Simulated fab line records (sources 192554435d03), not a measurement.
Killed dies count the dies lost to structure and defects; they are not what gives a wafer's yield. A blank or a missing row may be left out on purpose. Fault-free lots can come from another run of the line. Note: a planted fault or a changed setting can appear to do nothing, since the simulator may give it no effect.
A struck lot beside a sound one	flow n5Finfet	24 steps out of a route of 1938
Sound: these wafers, L312.1, L312.5, L312.6. The struck wafers were L320.3, L320.4, L320.5. The cause is given at the end.
Each step with rows lists, per side, the tool, then ch with its chambers, then its first start. Under that, the readings that differ: sound wafers	struck wafers	difference of the means	sigmas: that difference in standard deviations of wafers without a fault.
alike: readings whose means differ by less than 2 such deviations, and words and numbers that are the same on both sides. not compared: withheld readings, readings that some wafer has no value for, bounds like >300 that may hide the same value, and numbers for which the record gives no deviation and whose values overlap.
Wherever a step has rows on one side only, a row that says differs or no value, or a row with sigmas, the two part there. Numbers that have no deviation but don't overlap get no sigmas and don't part them. Lack of a reading on every wafer of one side parts them only where that side has two or more wafers.

N5_BEOL_M10_THK_MEAS_53: measures by xrf.
  sound on filmMetro-02, day 11 13:58; struck on filmMetro-02, day 13 15:42
  alike: M10_THK
then, 2 steps without rows for these wafers: N5_BEOL_M10_PRE_CLEAN_55 (time 15 s); N5_BEOL_M10_DEP_56 (deposits SiCN from 3MS/NH3, target thk 15 nm, time 26.5 s).
N5_BEOL_M10_RS_MEAS_57: measurement is done with a four-point probe.
  sound on filmMetro-02, day 11 14:06; struck on filmMetro-02, day 13 15:50
  alike: M10_RS
N5_BEOL_M10_INSPECT_58: inspects for defects (darkfield).
  sound on defectInspect-01, day 11 14:07; struck on defectInspect-01, day 13 15:52
  alike: rawDefectCount
N5_BEOL_M11_ILD_DEP_00: deposits SiCOH lowk from DEMS/porogen, target thk 308.51 nm, time 58 s.
  sound on pecvd-03 ch 0,1,2, day 11 14:10; struck on pecvd-01 ch 0,2, day 13 15:54
  alike: heaterPowerW, showerheadPlenumPTorr, throttleValvePct
N5_BEOL_M11_CURE_71: cures SiCOH lowk, time 240 s.
  sound on uvCure-01 ch 2, day 11 14:14; struck on uvCure-03 ch 1, day 13 16:20
  alike: lampPowerPct, wafer_temp_C_max
N5_BEOL_M11_THK_MEAS_01:
  sound on filmMetro-01, day 11 14:45; struck on filmMetro-01, day 13 16:41
  alike: M11_ILD_THK
N5_BEOL_M11_PECVD_70: deposits SiO2 from TEOS/O2, target thk 20 nm, time 22.7 s.
  sound on pecvd-01 ch 1,2, day 11 14:47; struck on pecvd-01 ch 0,1, day 13 16:44
  alike: heaterPowerW, showerheadPlenumPTorr, throttleValvePct
then, 3 steps without rows for these wafers: N5_BEOL_M11_HM_DEP_02 (deposits TiN, target thk 20 nm); N5_BEOL_M11_COAT_59 (time 60 s, resist thk 100 nm); N5_BEOL_M11_COAT_60 (time 60 s, resist thk 30 nm).
N5_BEOL_M11_COAT_05: resist thk 90 nm.
  sound on lithoTrack-03 ch 0, day 11 15:34; struck on lithoTrack-03 ch 0, day 13 18:42
reading	sound	struck	difference	sigmas
spinSpeedRpm (rpm)	1499.4 1499.5 1498.9	1366.8 1365.8 1366.7	-132.8	-99 or more
model.CAR-ArF_of_BEOL_M11_COAT_05.thkNm (nm)	90.2 90.2 90.4	94.2 94 94.4	+3.9	
then, 5 steps without rows for these wafers: N5_BEOL_M11_EBR_07; N5_BEOL_M11_SOFTBAKE_06 (time 60 s); N5_BEOL_M11_EXPOSE_08 (exposes mask M11); N5_BEOL_M11_PEB_09 (peb time 60 s); N5_BEOL_M11_DEVELOP_10 (develop time 30 s).
N5_BEOL_M11_CD_MEAS_11 targets a cd of 64.1 nm.
  sound on cdSem-02 ch 0, day 11 15:55; struck on cdSem-02 ch 0, day 13 18:56
  alike: cdNm
N5_BEOL_M11_OVL_MEAS_12:
  sound on overlay-01 ch 0, day 11 15:57; struck on overlay-01 ch 0, day 13 18:58
  alike: M11_OVL
N5_BEOL_M11_INSPECT_13: inspects for defects (brightfield).
  sound on defectInspect-01, day 11 15:58; struck on defectInspect-02, day 13 19:00
  alike: rawDefectCount
N5_BEOL_M11_DESCUM_16: chemistry O2, time 7.9 s.
  sound on rieDiel-06 ch 1,2,3, day 11 16:01; struck on rieDiel-03 ch 0,1, day 13 19:18
  alike: drypumpMotorCurrentA, oesProductAu, rfVppV, showerheadPlenumPTorr, throttleValvePct
  not compared: rfHoursCounterH
N5_BEOL_M11_ETCH_61: etches SiARC in CF4, target depth 39 nm, time 65 s.
  sound on rieDiel-06 ch 1,2,3, day 11 16:02; struck on rieDiel-03 ch 0,1, day 13 19:20
reading	sound	struck	difference	sigmas
model.CAR-ArF_of_BEOL_M11_COAT_05.thkNm (nm)	56 55.8 55.8	59.8 59.6 59.8	+3.9	
  alike: drypumpMotorCurrentA, etchRfOnTimeS, oesProductAu, rfVppV, showerheadPlenumPTorr, throttleValvePct
  not compared: rfHoursCounterH
N5_BEOL_M11_ETCH_62: etches SOC in N2/H2, target depth 110 nm, overetch 22 nm, time 165 s.
  sound on rieDiel-06 ch 1,2,3, day 11 16:05; struck on rieDiel-03 ch 0,1, day 13 19:23
  alike: drypumpMotorCurrentA, oesProductAu, rfVppV, showerheadPlenumPTorr, throttleValvePct
  not compared: rfHoursCounterH

WHERE THEY PART
At N5_BEOL_M11_COAT_05 and nowhere else, as far as this record goes. Later steps at which nothing parts them and some readings are alike: N5_BEOL_M11_CD_MEAS_11, N5_BEOL_M11_OVL_MEAS_12, N5_BEOL_M11_INSPECT_13, N5_BEOL_M11_DESCUM_16, N5_BEOL_M11_ETCH_61, N5_BEOL_M11_ETCH_62.

WHY: whatever the simulator had introduced
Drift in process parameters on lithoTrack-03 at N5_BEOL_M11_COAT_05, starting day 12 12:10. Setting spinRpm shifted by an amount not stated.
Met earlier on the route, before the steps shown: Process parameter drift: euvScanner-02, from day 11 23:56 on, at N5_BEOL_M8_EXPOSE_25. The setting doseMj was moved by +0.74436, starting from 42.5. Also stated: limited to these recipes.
